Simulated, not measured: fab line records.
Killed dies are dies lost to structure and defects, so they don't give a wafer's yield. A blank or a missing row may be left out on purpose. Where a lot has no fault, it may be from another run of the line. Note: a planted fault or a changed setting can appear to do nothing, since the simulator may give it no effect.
Which tool was responsible? + flow n5-finfet + 10 lots, 28 wafers sampled, at 6 steps of a route of 1938

== WHAT EACH GAUGE READ, for each wafer ==
N5_STI_FIN_REVEAL_FIN_H_MEAS_10. Usual: trench-depth-nm at 52.0 nm, with a standard deviation of 0.7.
| lot  | measured    | on     | trench-depth-nm (nm) | flag |
|------|-------------|--------|----------------------|------|
| L362 | day 2 14:16 | ocd-02 | 51.6 51.3 51.8       |      |
| L364 | day 3 03:41 | ocd-01 | 52.9 52.9 53.5       |      |
| L367 | day 3 19:55 | ocd-01 | 51.5 52.3 53.5       |      |
| L369 | day 4 07:47 | ocd-02 | 52.3 52.3 51.5       |      |
| L370 | day 4 13:14 | ocd-01 | 52.7 52.3 52.0       |      |
| L373 | day 5 07:46 | ocd-01 | 52.2 53.3 52.8       |      |
| L381 | day 7 07:37 | ocd-02 | 52.3 68.2            | OFF  |
| L383 | day 7 20:28 | ocd-01 | 52.1 50.7 50.2       |      |
| L384 | day 8 01:26 | ocd-02 | 52.4 51.8 67.6       | OFF  |
| L385 | day 8 08:01 | ocd-02 | 51.4 67.0            | OFF  |

N5_BEOL_M4_RC_MEAS_101. Usual: DIBL_N 36.0 mV/V, standard deviation 1.8; DIBL_P 36.3 mV/V, standard deviation 2.4; IOFF_N 0.16 nA/um, standard deviation 0.035; IOFF_P 0.21 nA/um, standard deviation 0.036; ION_N 673 uA/um, standard deviation 13; ION_P 461 uA/um, standard deviation 7.2; SS_N 71.4 mV/dec, standard deviation 0.6; SS_P 73.2 mV/dec, standard deviation 0.7; VT_N 250 mV, standard deviation 4; VT_P -250.9 mV, standard deviation 2.9.
| lot  | measured     | on        | DIBL_N (mV/V)  | DIBL_P (mV/V)  | IOFF_N (nA/um) | IOFF_P (nA/um) | ION_N (uA/um) | ION_P (uA/um) | SS_N (mV/dec)  | SS_P (mV/dec)  | VT_N (mV)   | VT_P (mV)            | flag |
|------|--------------|-----------|----------------|----------------|----------------|----------------|---------------|---------------|----------------|----------------|-------------|----------------------|------|
| L362 | day 7 15:56  | prober-01 | 40.9 39.8 36.5 | 41.0 39.5 35.0 | 0.27 0.23 0.16 | 0.32 0.29 0.23 | 695 695 669   | 472 474 465   | 72.0 72.1 71.2 | 74.4 74.1 72.4 | 240 245 252 | -242.9 -243.5 -247.3 |      |
| L364 | day 8 23:30  | prober-01 | 36.3 35.8 38.5 | 37.4 37.5 40.0 | 0.17 0.16 0.23 | 0.21 0.22 0.26 | 683 672 702   | 462 468 475   | 71.5 70.7 71.8 | 73.8 72.9 73.9 | 248 250 245 | -249.2 -247.8 -246.1 |      |
| L367 | day 10 02:00 | prober-02 | 32.7 34.2 35.7 | 32.6 34.1 37.3 | 0.10 0.12 0.15 | 0.14 0.16 0.20 | 643 663 692   | 446 453 471   | 70.0 71.5 71.5 | 71.9 72.7 73.3 | 259 255 248 | -257.7 -254.1 -249.6 |      |
| L369 | day 10 07:46 | prober-02 | 36.7 36.1 37.2 | 37.7 36.2 37.3 | 0.18 0.16 0.17 | 0.24 0.20 0.22 | 675 673 670   | 466 461 464   | 71.9 71.7 72.3 | 74.2 74.1 74.1 | 250 252 252 | -244.6 -250.6 -246.3 |      |
| L370 | day 10 05:17 | prober-01 | 37.1 38.0 40.5 | 38.9 39.6 43.6 | 0.18 0.18 0.26 | 0.20 0.22 0.29 | 690 681 697   | 466 464 464   | 70.7 71.6 72.0 | 73.9 74.2 74.2 | 244 247 242 | -253.0 -252.3 -248.7 |      |
| L373 | day 10 11:23 | prober-01 | 35.3 34.6 32.8 | 35.9 35.0 32.3 | 0.13 0.13 0.10 | 0.21 0.19 0.15 | 668 673 657   | 464 473 458   | 70.6 70.6 70.4 | 73.9 73.0 71.3 | 255 253 259 | -250.9 -252.9 -252.3 |      |
| L381 | day 12 17:22 | prober-01 | 39.2 35.4      | 40.2 35.4      | 0.21 0.13      | 0.26 0.19      | 685 662       | 468 455       | 71.6 71.5      | 74.1 73.3      | 246 254     | -249.3 -252.0        |      |
| L383 | day 14 04:22 | prober-01 | 36.3 36.6 35.2 | 34.9 36.3 33.6 | 0.15 0.15 0.13 | 0.20 0.22 0.17 | 679 671 661   | 465 459 450   | 71.5 70.9 71.0 | 73.1 73.6 71.9 | 246 249 250 | -251.2 -251.9 -253.3 |      |
| L384 | day 14 07:43 | prober-02 | 37.5 37.7 36.6 | 39.3 39.7 38.0 | 0.18 0.18 0.16 | 0.24 0.25 0.23 | 691 680 685   | 475 471 474   | 71.0 72.0 71.1 | 73.8 74.1 73.4 | 246 247 246 | -246.5 -247.2 -248.1 |      |
| L385 | day 14 06:26 | prober-01 | 37.2 39.3      | 37.1 38.0      | 0.16 0.20      | 0.21 0.25      | 673 687       | 457 464       | 71.4 72.2      | 73.4 73.7      | 250 247     | -252.4 -246.7        |      |

== WHAT TOOL EACH LOT RAN ON (gives the tool, then ch and the chambers of the sampled wafers, and finally the start) ==
| lot  | N5_STI_FIN_REVEAL_ALD_14         | N5_STI_FIN_REVEAL_RECESS_09       | N5_STI_FIN_REVEAL_OXIDATION_33      | N5_DUMMY_GATE_ALD_02             |
|------|----------------------------------|-----------------------------------|-------------------------------------|----------------------------------|
| L362 | ald-sin-01 ch 0,1,2, day 2 05:37 | vapor-etch-01 ch 0,1, day 2 11:34 | plasma-asher-01 ch 0,1, day 2 14:05 | ald-sin-01 ch 0,1,2, day 2 14:27 |
| L364 | ald-sin-04 ch 0,1, day 2 18:02   | vapor-etch-02 ch 0,1, day 3 01:22 | plasma-asher-01 ch 0,1, day 3 03:31 | ald-sin-03 ch 0,1,3, day 3 04:17 |
| L367 | ald-sin-01 ch 1,2,3, day 3 10:33 | vapor-etch-02 ch 0,1, day 3 17:13 | plasma-asher-01 ch 0,1, day 3 19:44 | ald-sin-01 ch 0,2,3, day 3 20:07 |
| L369 | ald-sin-04 ch 0,3, day 3 23:04   | vapor-etch-02 ch 0,1, day 4 05:37 | plasma-asher-01 ch 0,1, day 4 07:37 | ald-sin-01 ch 0,3, day 4 08:13   |
| L370 | ald-sin-03 ch 0,1, day 4 04:13   | vapor-etch-01 ch 0,1, day 4 10:57 | plasma-asher-01 ch 0,1, day 4 13:03 | ald-sin-02 ch 1,2,3, day 4 14:02 |
| L373 | ald-sin-04 ch 0,1,2, day 4 22:27 | vapor-etch-02 ch 1, day 5 05:04   | plasma-asher-01 ch 0,1, day 5 07:34 | ald-sin-01 ch 1,3, day 5 08:14   |
| L381 | ald-sin-01 ch 0,3, day 6 22:50   | vapor-etch-02 ch 1, day 7 04:55   | plasma-asher-02 ch 1, day 7 07:25   | ald-sin-03 ch 1, day 7 08:23     |
| L383 | ald-sin-03 ch 1,2,3, day 7 11:29 | vapor-etch-01 ch 0,1, day 7 17:32 | plasma-asher-01 ch 0,1, day 7 20:16 | ald-sin-03 ch 0,1,3, day 7 21:17 |
| L384 | ald-sin-04 ch 0,2,3, day 7 16:54 | vapor-etch-02 ch 0,1, day 7 22:44 | plasma-asher-01 ch 0,1, day 8 01:14 | ald-sin-03 ch 0,2, day 8 01:37   |
| L385 | ald-sin-01 ch 2, day 7 22:53     | vapor-etch-02 ch 0,1, day 8 05:18 | plasma-asher-02 ch 0, day 8 07:49   | ald-sin-02 ch 0,1, day 8 08:34   |
- N5_STI_FIN_REVEAL_ALD_14: deposits Si3N4, target thk 3 nm.
- N5_STI_FIN_REVEAL_RECESS_09: chemistry HF/NH3, target SiO2, afs cycles 11, target depth 42.5 nm, sublimation time 60 s.
- N5_STI_FIN_REVEAL_OXIDATION_33: chemistry O2 PLASMA REMOTE, time 20 s.
- N5_DUMMY_GATE_ALD_02: deposits SiO2, target thk 2 nm, pulse time 1 s.

== AS READ BY THE TOOLS THEMSELVES (means over the sampled wafers that have a number; for cases with no such wafer, the mark the record gives instead) ==
N5_STI_FIN_REVEAL_ALD_14. Usual: heater-power-w at 880 W, with a standard deviation of 69.
| lot  | tool       | heater-power-w (W) | flag |
|------|------------|--------------------|------|
| L362 | ald-sin-01 | 870                |      |
| L364 | ald-sin-04 | 879                |      |
| L367 | ald-sin-01 | 907                |      |
| L369 | ald-sin-04 | 880                |      |
| L370 | ald-sin-03 | 915                |      |
| L373 | ald-sin-04 | 862                |      |
| L381 | ald-sin-01 | 922                |      |
| L383 | ald-sin-03 | 879                |      |
| L384 | ald-sin-04 | 890                |      |
| L385 | ald-sin-01 | 861                |      |

N5_STI_FIN_REVEAL_RECESS_09. Usual: drypump-motor-current-A 6.23 A, standard deviation 0.23; sublimation-temp-c 180.02 C, standard deviation 0.16.
| lot  | tool          | drypump-motor-current-A (A) | sublimation-temp-c (C) | flag |
|------|---------------|-----------------------------|------------------------|------|
| L362 | vapor-etch-01 | 6.33                        | 180.20                 |      |
| L364 | vapor-etch-02 | 6.16                        | 179.92                 |      |
| L367 | vapor-etch-02 | 6.02                        | 179.98                 |      |
| L369 | vapor-etch-02 | 6.03                        | 179.97                 |      |
| L370 | vapor-etch-01 | 6.44                        | 180.10                 |      |
| L373 | vapor-etch-02 | 6.27                        | 180.13                 |      |
| L381 | vapor-etch-02 | 6.29                        | 180.27                 |      |
| L383 | vapor-etch-01 | 6.45                        | 179.91                 |      |
| L384 | vapor-etch-02 | 6.02                        | 179.98                 |      |
| L385 | vapor-etch-02 | 6.08                        | 179.88                 |      |

N5_STI_FIN_REVEAL_OXIDATION_33. Usual: drypump-motor-current-A 5.61 A, standard deviation 0.25; heater-power-w 144 W, standard deviation 8.2; o2-flow-sccm 3000 sccm, standard deviation 8.8.
| lot  | tool            | drypump-motor-current-A (A) | heater-power-w (W) | o2-flow-sccm (sccm) | flag |
|------|-----------------|-----------------------------|--------------------|---------------------|------|
| L362 | plasma-asher-01 | 5.53                        | 145                | 2994                |      |
| L364 | plasma-asher-01 | 5.71                        | 141                | 3001                |      |
| L367 | plasma-asher-01 | 5.51                        | 147                | 2997                |      |
| L369 | plasma-asher-01 | 5.71                        | 140                | 2996                |      |
| L370 | plasma-asher-01 | 5.71                        | 140                | 3000                |      |
| L373 | plasma-asher-01 | 5.54                        | 145                | 3001                |      |
| L381 | plasma-asher-02 | 5.75                        | 134                | 2992                |      |
| L383 | plasma-asher-01 | 5.72                        | 142                | 2995                |      |
| L384 | plasma-asher-01 | 5.72                        | 141                | 3004                |      |
| L385 | plasma-asher-02 | 5.32                        | 148                | 2998                |      |

N5_DUMMY_GATE_ALD_02. Usual: heater-power-w 488 W, standard deviation 39; precursor-pulse-height-rel 1.000, standard deviation 0.02.
| lot  | tool       | heater-power-w (W) | precursor-pulse-height-rel | flag |
|------|------------|--------------------|----------------------------|------|
| L362 | ald-sin-01 | 494                | 0.994                      |      |
| L364 | ald-sin-03 | 501                | 0.995                      |      |
| L367 | ald-sin-01 | 522                | 1.012                      |      |
| L369 | ald-sin-01 | 535                | 0.985                      |      |
| L370 | ald-sin-02 | 471                | 0.998                      |      |
| L373 | ald-sin-01 | 471                | 0.979                      |      |
| L381 | ald-sin-03 | 438                | 0.986                      |      |
| L383 | ald-sin-03 | 500                | 0.982                      |      |
| L384 | ald-sin-03 | 526                | 1.008                      |      |
| L385 | ald-sin-02 | 450                | 1.006                      |      |

== THE ANSWER, worked out from the rows above alone ==
Rule: a lot counts as off when the mean over its wafers that have a number is more than 3 standard deviations away from the usual mean. Also off: a lot with no number at a reading for which 4 or more lots have one. The other lots that the step has rows for count as sound. After the gauges, taken in route order, come the tools' own readings; for these a lot's mean is taken, as printed above. At the first step where some lot is off, the reading lying furthest off is the one used; lots without a number count as furthest.
Off, at N5_STI_FIN_REVEAL_FIN_H_MEAS_10 on trench-depth-nm: L381, L384, L385.
If a tool, at a process step before that reading, ran all the lots that are off and no sound lot after the first of them, it fits. The gauges at N5_STI_FIN_REVEAL_FIN_H_MEAS_10 are tried like those tools. 2 tools fit, vapor-etch-02 at N5_STI_FIN_REVEAL_RECESS_09 and ocd-02 at N5_STI_FIN_REVEAL_FIN_H_MEAS_10, so this cannot tell which one it is.

== WHAT THE SIMULATOR HAD PUT IN ==
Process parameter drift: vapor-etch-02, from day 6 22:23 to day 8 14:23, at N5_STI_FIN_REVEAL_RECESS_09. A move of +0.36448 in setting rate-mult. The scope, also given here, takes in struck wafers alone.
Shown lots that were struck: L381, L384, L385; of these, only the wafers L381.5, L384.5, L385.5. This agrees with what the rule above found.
